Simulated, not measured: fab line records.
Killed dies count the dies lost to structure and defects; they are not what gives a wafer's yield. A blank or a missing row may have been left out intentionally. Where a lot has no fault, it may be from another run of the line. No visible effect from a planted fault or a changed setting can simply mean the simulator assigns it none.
Struck lot and sound lot, side by side -- flow n5 finfet -- 16 out of 1938 route steps
Sound: the wafers L244.2, L244.3, L244.5. Struck: wafers L249.1, L249.2 (left out: L249.3, a lot-mate that was not struck); the cause follows at the end.
At each step with rows: each side's tool, then ch and its chambers, then its first start. Under that, the readings that differ: sound wafers -- struck wafers -- difference of the means -- sigmas: that difference in standard deviations of wafers without a fault.
alike: words and numbers the same on both sides, and readings whose means are apart by under 2 such deviations; not compared: readings that were withheld, readings missing a value for some wafer, numbers with overlapping values and no deviation given by the record, and bounds like >300 which may hide the same value.
A row with sigmas, a row that says differs or no value, or rows on one side alone: a step with any of these is where the two part. Numbers that don't overlap but have no deviation are shown without sigmas and don't part them. A reading missing from all wafers of one side parts the sides only when that side holds two or more wafers.

N5_DUMMY_GATE_ETCH_42: etches SiO2 in CHF3/O2, target depth 3.5 nm, time 31 s.
  sound on rie diel-01 ch 1,2,3, day 2 23:12; struck on rie diel-06 ch 0,1, day 4 04:10
  alike: drypump motor current A, oes product au, rf fwd power W, rf vpp V, showerhead plenum p Torr, throttle valve pct
  not compared: rf hours counter h
N5_DUMMY_GATE_STRIP_48: strips in N2/H2, time 20 s.
  sound on rie diel-01 ch 1,2,3, day 2 23:15; struck on rie diel-06 ch 0,1, day 4 04:13
  alike: drypump motor current A, oes product au, rf vpp V, showerhead plenum p Torr, throttle valve pct
  not compared: rf hours counter h
then, 5 steps without rows for these wafers: N5_DUMMY_GATE_PRECLEAN_33 (cleans in dHF, time 10 s); N5_DUMMY_GATE_PRECLEAN_25 (cleans in O3/DIW, time 45 s); N5_DUMMY_GATE_PRECLEAN_51 (cleans in SC2, time 45 s); N5_DUMMY_GATE_SRD_26 (time 30 s); N5_DUMMY_GATE_UV_OZONE_45 (time 120 s).
N5_DUMMY_GATE_INSPECT_27: inspects for defects (brightfield).
  sound on defect inspect-01 at day 2 23:26; struck on defect inspect-01 at day 4 04:23
  alike: raw defect count
N5_SPACER0_ALD_07: deposits SiNx, target thk 2 nm.
  sound on ald sin-01 ch 0,1, day 2 23:41; struck on ald sin-03 ch 1,3, day 4 04:26
  alike: heater power w
  not compared: since wet clean h
N5_SPACER0_ALD_00: deposits SiOCN, target thk 3.5 nm, pulse time 3 s, purge time 2 s.
  sound on ald sin-01 ch 0,1, day 2 23:50; struck on ald sin-03 ch 1,3, day 4 04:35
  alike: heater power w, precursor pulse height rel
  not compared: since wet clean h
N5_SPACER0_ALD_08: deposits SiNx, target thk 2 nm.
  sound on ald sin-01 ch 0,1, day 3 00:05; struck on ald sin-03 ch 1,3, day 4 04:50
  alike: heater power w
  not compared: since wet clean h
N5_SPACER0_INSPECT_04: inspects for defects (darkfield).
  sound on defect inspect-02 at day 3 00:15; struck on defect inspect-02 at day 4 05:00
  alike: raw defect count
N5_SD_EPI_N_COAT_32: time 60 s, resist thk 350 nm.
  sound on litho track-03 ch 0, day 3 00:17; struck on litho track-01 ch 0, day 4 05:02
reading,sound,struck,difference,sigmas
heater power total W (W),501.8 499.5 500.3,525.5 527.6,+26.0,+15
run length s (s),65.96 65.89 65.85,61.47 61.38,-4.47,-22
then, 1 step without rows for these wafers: N5_SD_EPI_N_COAT_33 (time 60 s, resist thk 35 nm).
-- a jump in the record: the struck wafers' starts before and after are 6 days apart (it breaks off in module SD_EPI_N and resumes in module BEOL_M4, where the first step shown is number 1111 of the route) --
N5_BEOL_M4_RC_MEAS_101:
  sound on prober-01 ch 0, day 8 03:53; struck on prober-01 ch 0, day 9 22:02
  alike: DIBL_N, DIBL_P, IOFF_N, IOFF_P, ION_N, ION_P, SS_N, SS_P, VT_N, VT_P
-- here the record skips 5 days between the struck wafers' starts before and after, leaving off in module BEOL_M4 and picking up in module PASSIVATION (first step shown: number 1936 of the route) --
N5_PASSIVATION_PROBE_49:
  sound on prober-01 at day 12 18:18; struck on prober-02 at day 15 00:19
  alike: defect limited yield, killed_at_M0_to_M3, killed_at_M4_up, killed at contacts, killed at front end, killed at other, killed dies, killed open, killed short, sort_bin_5_function, sort_bin_6_memory, sort_bin_8_speed, sort n pass, sort yield pct

## WHERE THEY PART
N5_SD_EPI_N_COAT_32 only, going by this record. Later steps at which nothing parts them and some readings are alike: N5_BEOL_M4_RC_MEAS_101, N5_PASSIVATION_PROBE_49.

WHY: what had been put in by the simulator
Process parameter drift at N5_SD_EPI_N_COAT_32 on litho track-01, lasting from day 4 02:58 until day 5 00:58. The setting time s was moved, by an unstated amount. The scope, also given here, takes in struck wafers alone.
